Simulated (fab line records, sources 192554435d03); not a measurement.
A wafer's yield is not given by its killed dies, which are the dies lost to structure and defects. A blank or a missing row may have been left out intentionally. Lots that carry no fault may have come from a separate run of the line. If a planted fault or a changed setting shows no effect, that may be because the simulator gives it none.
Which tool is to blame? || flow n5Finfet || 10 lots with 29 wafers sampled at 5 steps, on a route of 1938 steps

== WHAT EACH GAUGE READ, for each wafer ==
N5_BEOL_M4_RC_MEAS_101. Usual: DIBL_N 35.8 mV/V, standard deviation 1.8; DIBL_P 35.6 mV/V, standard deviation 2; IOFF_N 0.148 nA/um, standard deviation 0.028; IOFF_P 0.20 nA/um, standard deviation 0.034; IOFF_P_LONG 0.000107 nA/um, standard deviation 9.6e-06; ION_N 672 uA/um, standard deviation 12; ION_P 462 uA/um, standard deviation 8.5; SS_N 71.2 mV/dec, standard deviation 0.65; SS_P 73.1 mV/dec, standard deviation 0.67; VT_N 251 mV, standard deviation 3.3; VT_N_LVT 100 mV, standard deviation 3.3; VT_P -251 mV, standard deviation 3.8; VT_P_LONG -275 mV, standard deviation 3.6.
{"lot": "L851", "measured": "day 7 15:10", "on": "prober-02", "DIBL_N (mV/V)": "34.6 32.9 34.0", "DIBL_P (mV/V)": "35.2 34.3 36.4", "IOFF_N (nA/um)": "0.150 0.119 0.145", "IOFF_P (nA/um)": "0.16 0.15 0.17", "IOFF_P_LONG (nA/um)": "9.3e-05 8.9e-05 9e-05", "ION_N (uA/um)": "674 660 677", "ION_P (uA/um)": "449 454 459", "SS_N (mV/dec)": "71.1 70.7 71.5", "SS_P (mV/dec)": "72.6 72.5 73.4", "VT_N (mV)": "252 253 251", "VT_N_LVT (mV)": "97 100 97", "VT_P (mV)": "-258 -257 -255", "VT_P_LONG (mV)": "-281 -281 -281", "flag": ""}
{"lot": "L852", "measured": "day 8 02:58", "on": "prober-01", "DIBL_N (mV/V)": "37.7 36.9 36.8", "DIBL_P (mV/V)": "38.6 36.7 37.4", "IOFF_N (nA/um)": "0.156 0.151 0.145", "IOFF_P (nA/um)": "0.22 0.20 0.21", "IOFF_P_LONG (nA/um)": "0.000101 0.000109 0.0001", "ION_N (uA/um)": "647 672 674", "ION_P (uA/um)": "451 461 464", "SS_N (mV/dec)": "72.1 70.9 70.4", "SS_P (mV/dec)": "73.9 72.5 73.5", "VT_N (mV)": "252 252 250", "VT_N_LVT (mV)": "101 99 100", "VT_P (mV)": "-247 -248 -248", "VT_P_LONG (mV)": "-276 -275 -275", "flag": ""}
{"lot": "L855", "measured": "day 9 07:14", "on": "prober-01", "DIBL_N (mV/V)": "36.3 35.4 36.7", "DIBL_P (mV/V)": "37.7 38.2 37.9", "IOFF_N (nA/um)": "0.161 0.152 0.165", "IOFF_P (nA/um)": "0.19 0.20 0.19", "IOFF_P_LONG (nA/um)": "9.8e-05 9.7e-05 9.7e-05", "ION_N (uA/um)": "686 674 671", "ION_P (uA/um)": "464 463 461", "SS_N (mV/dec)": "71.5 71.5 71.0", "SS_P (mV/dec)": "72.9 72.6 73.1", "VT_N (mV)": "250 252 250", "VT_N_LVT (mV)": "97 98 98", "VT_P (mV)": "-256 -254 -256", "VT_P_LONG (mV)": "-278 -279 -279", "flag": ""}
{"lot": "L858", "measured": "day 9 10:25", "on": "prober-01", "DIBL_N (mV/V)": "38.1 37.8 37.9", "DIBL_P (mV/V)": "36.8 36.6 36.3", "IOFF_N (nA/um)": "0.191 0.178 0.174", "IOFF_P (nA/um)": "0.26 0.26 0.23", "IOFF_P_LONG (nA/um)": "0.000121 0.000119 0.000123", "ION_N (uA/um)": "692 686 685", "ION_P (uA/um)": "481 475 468", "SS_N (mV/dec)": "71.9 71.9 71.4", "SS_P (mV/dec)": "72.9 73.2 73.2", "VT_N (mV)": "247 247 248", "VT_N_LVT (mV)": "96 98 98", "VT_P (mV)": "-244 -242 -246", "VT_P_LONG (mV)": "-270 -267 -273", "flag": ""}
{"lot": "L859", "measured": "day 9 12:13", "on": "prober-01", "DIBL_N (mV/V)": "33.9 36.2 36.4", "DIBL_P (mV/V)": "31.6 35.5 35.4", "IOFF_N (nA/um)": "0.107 0.157 0.153", "IOFF_P (nA/um)": "0.17 0.23 0.22", "IOFF_P_LONG (nA/um)": "0.000115 0.000119 0.000115", "ION_N (uA/um)": "652 682 667", "ION_P (uA/um)": "459 474 462", "SS_N (mV/dec)": "70.5 71.4 71.6", "SS_P (mV/dec)": "72.6 73.2 73.1", "VT_N (mV)": "255 250 250", "VT_N_LVT (mV)": "105 99 100", "VT_P (mV)": "-251 -246 -247", "VT_P_LONG (mV)": "-274 -271 -273", "flag": ""}
{"lot": "L860", "measured": "day 10 02:16", "on": "prober-02", "DIBL_N (mV/V)": "34.6 35.9 35.2", "DIBL_P (mV/V)": "34.3 35.7 34.7", "IOFF_N (nA/um)": "0.121 0.136 0.137", "IOFF_P (nA/um)": "0.19 0.21 0.19", "IOFF_P_LONG (nA/um)": "0.000115 0.000109 0.000114", "ION_N (uA/um)": "663 674 677", "ION_P (uA/um)": "457 467 468", "SS_N (mV/dec)": "70.1 71.3 70.8", "SS_P (mV/dec)": "73.5 72.8 72.4", "VT_N (mV)": "253 252 250", "VT_N_LVT (mV)": "104 102 101", "VT_P (mV)": "-249 -247 -249", "VT_P_LONG (mV)": "-272 -272 -272", "flag": ""}
{"lot": "L867", "measured": "day 11 22:49", "on": "prober-01", "DIBL_N (mV/V)": "34.0 33.2", "DIBL_P (mV/V)": "33.9 32.5", "IOFF_N (nA/um)": "0.121 0.106", "IOFF_P (nA/um)": "0.17 0.27", "IOFF_P_LONG (nA/um)": "0.000101 0.000156", "ION_N (uA/um)": "668 656", "ION_P (uA/um)": "460 478", "SS_N (mV/dec)": "71.3 70.4", "SS_P (mV/dec)": "72.1 72.6", "VT_N (mV)": "255 255", "VT_N_LVT (mV)": "102 123", "VT_P (mV)": "-254 -240", "VT_P_LONG (mV)": "-277 -260", "flag": "OFF"}
{"lot": "L869", "measured": "day 12 03:19", "on": "prober-01", "DIBL_N (mV/V)": "38.5 35.8 35.6", "DIBL_P (mV/V)": "39.8 34.5 36.1", "IOFF_N (nA/um)": "0.191 0.137 0.146", "IOFF_P (nA/um)": "0.25 0.17 0.18", "IOFF_P_LONG (nA/um)": "9.6e-05 9.8e-05 0.000102", "ION_N (uA/um)": "679 663 683", "ION_P (uA/um)": "463 454 466", "SS_N (mV/dec)": "72.1 71.6 71.5", "SS_P (mV/dec)": "73.7 73.0 73.1", "VT_N (mV)": "248 252 251", "VT_N_LVT (mV)": "95 100 98", "VT_P (mV)": "-248 -252 -255", "VT_P_LONG (mV)": "-277 -277 -276", "flag": ""}
{"lot": "L870", "measured": "day 12 09:55", "on": "prober-02", "DIBL_N (mV/V)": "36.9 36.9 35.5", "DIBL_P (mV/V)": "35.4 36.1 35.7", "IOFF_N (nA/um)": "0.152 0.153 0.140", "IOFF_P (nA/um)": "0.17 0.18 0.18", "IOFF_P_LONG (nA/um)": "0.000105 0.000101 0.00011", "ION_N (uA/um)": "679 675 682", "ION_P (uA/um)": "453 451 465", "SS_N (mV/dec)": "70.9 71.9 71.0", "SS_P (mV/dec)": "73.3 72.9 73.2", "VT_N (mV)": "251 252 251", "VT_N_LVT (mV)": "99 100 99", "VT_P (mV)": "-255 -254 -252", "VT_P_LONG (mV)": "-273 -276 -277", "flag": ""}
{"lot": "L872", "measured": "day 13 02:19", "on": "prober-01", "DIBL_N (mV/V)": "38.6 37.8 38.0", "DIBL_P (mV/V)": "41.2 39.5 39.9", "IOFF_N (nA/um)": "0.200 0.181 0.183", "IOFF_P (nA/um)": "0.27 0.24 0.25", "IOFF_P_LONG (nA/um)": "0.000105 0.0001 0.000105", "ION_N (uA/um)": "678 684 682", "ION_P (uA/um)": "464 462 472", "SS_N (mV/dec)": "72.5 71.2 72.0", "SS_P (mV/dec)": "74.2 73.9 74.1", "VT_N (mV)": "245 247 250", "VT_N_LVT (mV)": "96 95 96", "VT_P (mV)": "-247 -249 -247", "VT_P_LONG (mV)": "-273 -272 -275", "flag": ""}

== WHICH TOOL RAN EACH LOT (tool, then ch and the chambers of the sampled wafers, then the start) ==
{"lot": "L851", "N5_HKMG_FIN_ALD_74": "aldHk-03 ch 1,2, day 4 00:23", "N5_BEOL_M4_SPUTTER_79": "pvdSputter-01, day 7 12:32", "N5_BEOL_M4_SPUTTER_90": "pvdSputter-01, day 7 13:25", "N5_BEOL_M4_ANNEAL_93": "pvdSputter-01, day 7 13:43"}
{"lot": "L852", "N5_HKMG_FIN_ALD_74": "aldHk-02 ch 0,3, day 4 11:04", "N5_BEOL_M4_SPUTTER_79": "pvdSputter-03, day 8 00:18", "N5_BEOL_M4_SPUTTER_90": "pvdSputter-03, day 8 01:11", "N5_BEOL_M4_ANNEAL_93": "pvdSputter-03, day 8 01:29"}
{"lot": "L855", "N5_HKMG_FIN_ALD_74": "aldHk-02 ch 2,3, day 5 00:38", "N5_BEOL_M4_SPUTTER_79": "pvdSputter-01, day 9 04:25", "N5_BEOL_M4_SPUTTER_90": "pvdSputter-01, day 9 05:18", "N5_BEOL_M4_ANNEAL_93": "pvdSputter-01, day 9 05:36"}
{"lot": "L858", "N5_HKMG_FIN_ALD_74": "aldHk-02 ch 1,2,3, day 5 18:42", "N5_BEOL_M4_SPUTTER_79": "pvdSputter-01, day 9 07:11", "N5_BEOL_M4_SPUTTER_90": "pvdSputter-01, day 9 08:04", "N5_BEOL_M4_ANNEAL_93": "pvdSputter-01, day 9 08:22"}
{"lot": "L859", "N5_HKMG_FIN_ALD_74": "aldHk-02 ch 1,2,3, day 6 01:20", "N5_BEOL_M4_SPUTTER_79": "pvdSputter-02, day 9 09:24", "N5_BEOL_M4_SPUTTER_90": "pvdSputter-02, day 9 10:17", "N5_BEOL_M4_ANNEAL_93": "pvdSputter-02, day 9 10:35"}
{"lot": "L860", "N5_HKMG_FIN_ALD_74": "aldHk-02 ch 0,1,3, day 6 06:11", "N5_BEOL_M4_SPUTTER_79": "pvdSputter-03, day 9 21:56", "N5_BEOL_M4_SPUTTER_90": "pvdSputter-03, day 9 22:49", "N5_BEOL_M4_ANNEAL_93": "pvdSputter-03, day 9 23:07"}
{"lot": "L867", "N5_HKMG_FIN_ALD_74": "aldHk-02 ch 1,2, day 7 23:35", "N5_BEOL_M4_SPUTTER_79": "pvdSputter-03, day 11 19:52", "N5_BEOL_M4_SPUTTER_90": "pvdSputter-03, day 11 20:45", "N5_BEOL_M4_ANNEAL_93": "pvdSputter-03, day 11 21:03"}
{"lot": "L869", "N5_HKMG_FIN_ALD_74": "aldHk-01 ch 0,2,3, day 8 12:41", "N5_BEOL_M4_SPUTTER_79": "pvdSputter-02, day 12 00:39", "N5_BEOL_M4_SPUTTER_90": "pvdSputter-02, day 12 01:32", "N5_BEOL_M4_ANNEAL_93": "pvdSputter-02, day 12 01:50"}
{"lot": "L870", "N5_HKMG_FIN_ALD_74": "aldHk-01 ch 0,3, day 8 15:31", "N5_BEOL_M4_SPUTTER_79": "pvdSputter-03, day 12 06:58", "N5_BEOL_M4_SPUTTER_90": "pvdSputter-03, day 12 07:50", "N5_BEOL_M4_ANNEAL_93": "pvdSputter-03, day 12 08:08"}
{"lot": "L872", "N5_HKMG_FIN_ALD_74": "aldHk-03 ch 0,1,3, day 9 05:10", "N5_BEOL_M4_SPUTTER_79": "pvdSputter-01, day 12 23:38", "N5_BEOL_M4_SPUTTER_90": "pvdSputter-01, day 13 00:31", "N5_BEOL_M4_ANNEAL_93": "pvdSputter-01, day 13 00:49"}
- N5_HKMG_FIN_ALD_74: deposits La2O3, target thk 0.5 nm, pulse time 6 s, co reactant pulse time 1 s.
- N5_BEOL_M4_SPUTTER_79: material Cu, target thk 4.5 nm, time 8.29 s.
- N5_BEOL_M4_SPUTTER_90: material Cu, target thk 4.5 nm, time 8.29 s.
- N5_BEOL_M4_ANNEAL_93: time 240 s.

== WHAT THE TOOLS THEMSELVES READ (means of the sampled wafers that have a number; where no wafer has one, the mark that the record gives instead) ==
N5_HKMG_FIN_ALD_74. Usual: heaterPowerW 322 W, standard deviation 30; precursorPulseHeightRel 1.002, standard deviation 0.017.
{"lot": "L851", "tool": "aldHk-03", "heaterPowerW (W)": 369, "precursorPulseHeightRel": 1.010, "flag": ""}
{"lot": "L852", "tool": "aldHk-02", "heaterPowerW (W)": 309, "precursorPulseHeightRel": 0.989, "flag": ""}
{"lot": "L855", "tool": "aldHk-02", "heaterPowerW (W)": 294, "precursorPulseHeightRel": 1.006, "flag": ""}
{"lot": "L858", "tool": "aldHk-02", "heaterPowerW (W)": 305, "precursorPulseHeightRel": 1.008, "flag": ""}
{"lot": "L859", "tool": "aldHk-02", "heaterPowerW (W)": 300, "precursorPulseHeightRel": 0.997, "flag": ""}
{"lot": "L860", "tool": "aldHk-02", "heaterPowerW (W)": 312, "precursorPulseHeightRel": 0.998, "flag": ""}
{"lot": "L867", "tool": "aldHk-02", "heaterPowerW (W)": 298, "precursorPulseHeightRel": 1.022, "flag": ""}
{"lot": "L869", "tool": "aldHk-01", "heaterPowerW (W)": 337, "precursorPulseHeightRel": 1.003, "flag": ""}
{"lot": "L870", "tool": "aldHk-01", "heaterPowerW (W)": 353, "precursorPulseHeightRel": 0.992, "flag": ""}
{"lot": "L872", "tool": "aldHk-03", "heaterPowerW (W)": 355, "precursorPulseHeightRel": 1.003, "flag": ""}

N5_BEOL_M4_SPUTTER_79. Usual: 30.3 % for throttleValvePct, sd 1.1.
{"lot": "L851", "tool": "pvdSputter-01", "throttleValvePct (%)": 31.1, "flag": ""}
{"lot": "L852", "tool": "pvdSputter-03", "throttleValvePct (%)": 30.4, "flag": ""}
{"lot": "L855", "tool": "pvdSputter-01", "throttleValvePct (%)": 30.7, "flag": ""}
{"lot": "L858", "tool": "pvdSputter-01", "throttleValvePct (%)": 30.8, "flag": ""}
{"lot": "L859", "tool": "pvdSputter-02", "throttleValvePct (%)": 30.2, "flag": ""}
{"lot": "L860", "tool": "pvdSputter-03", "throttleValvePct (%)": 29.8, "flag": ""}
{"lot": "L867", "tool": "pvdSputter-03", "throttleValvePct (%)": 28.9, "flag": ""}
{"lot": "L869", "tool": "pvdSputter-02", "throttleValvePct (%)": 30.3, "flag": ""}
{"lot": "L870", "tool": "pvdSputter-03", "throttleValvePct (%)": 29.7, "flag": ""}
{"lot": "L872", "tool": "pvdSputter-01", "throttleValvePct (%)": 30.4, "flag": ""}

N5_BEOL_M4_SPUTTER_90. Usual: 30.3 % for throttleValvePct, sd 1.1.
{"lot": "L851", "tool": "pvdSputter-01", "throttleValvePct (%)": 31.2, "flag": ""}
{"lot": "L852", "tool": "pvdSputter-03", "throttleValvePct (%)": 30.4, "flag": ""}
{"lot": "L855", "tool": "pvdSputter-01", "throttleValvePct (%)": 30.7, "flag": ""}
{"lot": "L858", "tool": "pvdSputter-01", "throttleValvePct (%)": 30.6, "flag": ""}
{"lot": "L859", "tool": "pvdSputter-02", "throttleValvePct (%)": 30.2, "flag": ""}
{"lot": "L860", "tool": "pvdSputter-03", "throttleValvePct (%)": 29.9, "flag": ""}
{"lot": "L867", "tool": "pvdSputter-03", "throttleValvePct (%)": 28.8, "flag": ""}
{"lot": "L869", "tool": "pvdSputter-02", "throttleValvePct (%)": 30.2, "flag": ""}
{"lot": "L870", "tool": "pvdSputter-03", "throttleValvePct (%)": 29.7, "flag": ""}
{"lot": "L872", "tool": "pvdSputter-01", "throttleValvePct (%)": 30.4, "flag": ""}

N5_BEOL_M4_ANNEAL_93. Usual: 914 W for heaterPowerW, sd 120.
{"lot": "L851", "tool": "pvdSputter-01", "heaterPowerW (W)": 1063, "flag": ""}
{"lot": "L852", "tool": "pvdSputter-03", "heaterPowerW (W)": 857, "flag": ""}
{"lot": "L855", "tool": "pvdSputter-01", "heaterPowerW (W)": 917, "flag": ""}
{"lot": "L858", "tool": "pvdSputter-01", "heaterPowerW (W)": 994, "flag": ""}
{"lot": "L859", "tool": "pvdSputter-02", "heaterPowerW (W)": 931, "flag": ""}
{"lot": "L860", "tool": "pvdSputter-03", "heaterPowerW (W)": 906, "flag": ""}
{"lot": "L867", "tool": "pvdSputter-03", "heaterPowerW (W)": 872, "flag": ""}
{"lot": "L869", "tool": "pvdSputter-02", "heaterPowerW (W)": 951, "flag": ""}
{"lot": "L870", "tool": "pvdSputter-03", "heaterPowerW (W)": 888, "flag": ""}
{"lot": "L872", "tool": "pvdSputter-01", "heaterPowerW (W)": 921, "flag": ""}

== THE ANSWER, worked out from the rows above alone ==
Rule: a lot counts as off when the mean over its wafers that have a number is more than 3 standard deviations away from the usual mean. Also off: a lot with no number at a reading for which 4 or more lots have one. The other lots that the step has rows for count as sound. The gauges are gone through in route order, then the tools' own readings, and for those a lot's mean is taken as printed above. At the first step where some lot is off, the reading lying furthest off is the one used; lots without a number count as furthest.
Off: L867, seen at N5_BEOL_M4_RC_MEAS_101 (VT_N_LVT).
If a tool, at a process step before that reading, ran all the lots that are off and no sound lot after the first of them, it fits. The gauges at N5_BEOL_M4_RC_MEAS_101 are tried like those tools. One fits: N5_HKMG_FIN_ALD_74 on aldHk-02. A fault onset in the window from L860 (day 6 06:11, its last sound lot) to L867 (day 7 23:35, its first lot off) fits.

== WHAT THE SIMULATOR HAD PUT IN ==
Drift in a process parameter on aldHk-02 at N5_HKMG_FIN_ALD_74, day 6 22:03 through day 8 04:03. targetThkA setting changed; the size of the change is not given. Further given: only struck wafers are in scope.
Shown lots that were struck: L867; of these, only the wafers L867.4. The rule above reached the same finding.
